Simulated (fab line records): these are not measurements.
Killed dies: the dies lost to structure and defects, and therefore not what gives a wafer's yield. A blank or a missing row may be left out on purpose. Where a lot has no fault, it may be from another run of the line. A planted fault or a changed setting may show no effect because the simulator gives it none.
A lot that was struck, set against a sound lot / flow nand_harc / 14 steps out of a route of 1302
Sound: wafers L510.1, L510.4, L510.6. Wafers struck: L505.1, L505.4, L505.5. At the end, the cause is stated.
Order at every step that has rows: each side's tool, ch and its chambers, its first start. Under that, the readings that differ: sound wafers / struck wafers / difference of the means / sigmas: that difference in standard deviations of wafers without a fault.
alike: readings with means less than 2 such deviations apart, plus words and numbers identical on both sides. not compared: withheld readings, readings lacking a value on some wafer, bounds such as >300 that could conceal the same value, and numbers that have no deviation in the record and whose values overlap.
The two part at a step that has a row with sigmas, a row that says differs or no value, or rows on one side only. When numbers do not overlap yet have no deviation, they are printed without sigmas and do not part them. A reading that every wafer of one side lacks parts them only if that side has two wafers or more.

NHARC_A_ONON_D2_THK_MEAS_05: measures by ellipsometry.
  sound on film_metro-01 at day 19 02:04; struck on film_metro-01 at day 16 21:52
  alike: thk_nm
after that, 1 step with no rows for these wafers: NHARC_A_ONON_D2_DEP_06 (target thk 1000 nm).
NHARC_A_ONON_D2_THK_MEAS_08: measures by ellipsometry.
  sound on film_metro-01 at day 19 02:39; struck on film_metro-01 at day 16 22:25
  alike: thk_nm
after that, 1 step with no rows for these wafers: NHARC_A_ONON_D2_DEP_09 (target thk 1000 nm).
NHARC_A_ONON_D2_THK_MEAS_11: measures by ellipsometry.
  sound on film_metro-02 at day 19 03:13; struck on film_metro-01 at day 16 22:59
  alike: thk_nm
after that, 1 step with no rows for these wafers: NHARC_A_ONON_D2_DEP_12 (target thk 1000 nm).
NHARC_A_ONON_D2_THK_MEAS_14: measures by ellipsometry.
  sound on film_metro-02 at day 19 03:46; struck on film_metro-01 at day 16 23:34
  alike: thk_nm
then, 2 steps without rows for these wafers: NHARC_A_ONON_D2_ANNEAL_15 (time 3600 s); NHARC_A_ONON_D2_DEP_16 (target thk 1000 nm).
NHARC_A_ONON_D2_THK_MEAS_18: measures by ellipsometry.
  sound on film_metro-01 at day 19 11:25; struck on film_metro-02 at day 17 14:52
  alike: thk_nm
after that, 1 step with no rows for these wafers: NHARC_A_ONON_D2_DEP_19 (target thk 1000 nm).
NHARC_A_ONON_D2_THK_MEAS_21: measures by ellipsometry.
  sound on film_metro-02 at day 19 11:59; struck on film_metro-02 at day 17 15:34
  alike: thk_nm
NHARC_A_ONON_D2_DEP_22: target thk 1000 nm.
  sound on pecvd_onon-03 ch 0, day 19 12:02; struck on pecvd_onon-04 ch 0, day 17 15:38
NHARC_A_ONON_D2_THK_MEAS_24: measures by ellipsometry.
  sound on film_metro-02 at day 19 12:34; struck on film_metro-02 at day 17 16:19
reading=thk_nm (nm); sound=984 985 983; struck=873 873 876; difference=-110; sigmas=-12
  not compared: hold

WHERE THEY PART
Only at NHARC_A_ONON_D2_THK_MEAS_24, as far as this record shows.

WHY: what the simulator had put in
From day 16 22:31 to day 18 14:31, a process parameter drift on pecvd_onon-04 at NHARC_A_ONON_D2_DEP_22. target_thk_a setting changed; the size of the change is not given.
